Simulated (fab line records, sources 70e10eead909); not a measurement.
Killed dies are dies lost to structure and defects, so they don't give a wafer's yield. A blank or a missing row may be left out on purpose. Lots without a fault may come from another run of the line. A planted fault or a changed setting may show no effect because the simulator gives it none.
Which tool did it? | flow nand_harc | 12 lots, 36 wafers sampled, at 1 step of a route of 1159

WHAT THE GAUGES READ, wafer by wafer
NHARC_A_ONON_D1_THK_MEAS_30: measures by ellipsometry.
lot  | measured     | on            | thk_nm (nm)
L074 | day 7 22:37  | film_metro-02 | 994 995 996
L078 | day 8 18:31  | film_metro-01 | 1003 1002 1002
L080 | day 9 08:15  | film_metro-01 | 1008 1007 1009
L081 | day 9 21:17  | film_metro-01 | 993 990 992
L083 | day 10 11:19 | film_metro-01 | 974 978 974
L085 | day 10 15:23 | film_metro-02 | 1004 1002 1005
L086 | day 11 15:55 | film_metro-02 | 1000 1000 997
L088 | day 11 19:25 | film_metro-02 | 980 981 982
L090 | day 12 08:10 | film_metro-02 | 992 990 992
L094 | day 13 04:01 | film_metro-02 | 1006 1005 1006
L096 | day 13 13:36 | film_metro-02 | 987 988 985
L097 | day 13 22:32 | film_metro-02 | 988 985 987

WHICH TOOL RAN EACH LOT (tool, then ch and the chambers of the sampled wafers, then the start)
The record holds no process step before these readings.

THE ANSWER, worked out from the rows above alone
Rule: what is usual is taken from the lots themselves. Put in order of their means at a reading, lots are off if they are a third of the lots or fewer, leave a main group of 4 or more, and stand apart from it by a gap of 3 or more times the standard deviation of the main group's means; of several such gaps the widest counts. A main group whose means are all the same, to the digits that the tables above print for the reading, isn't used. A lot without any number at a reading at which 4 lots or more have one is off too. The other lots that the step has rows for count as sound.
No lot is off at any reading shown: from this, nothing can be told.

WHAT THE SIMULATOR HAD PUT IN
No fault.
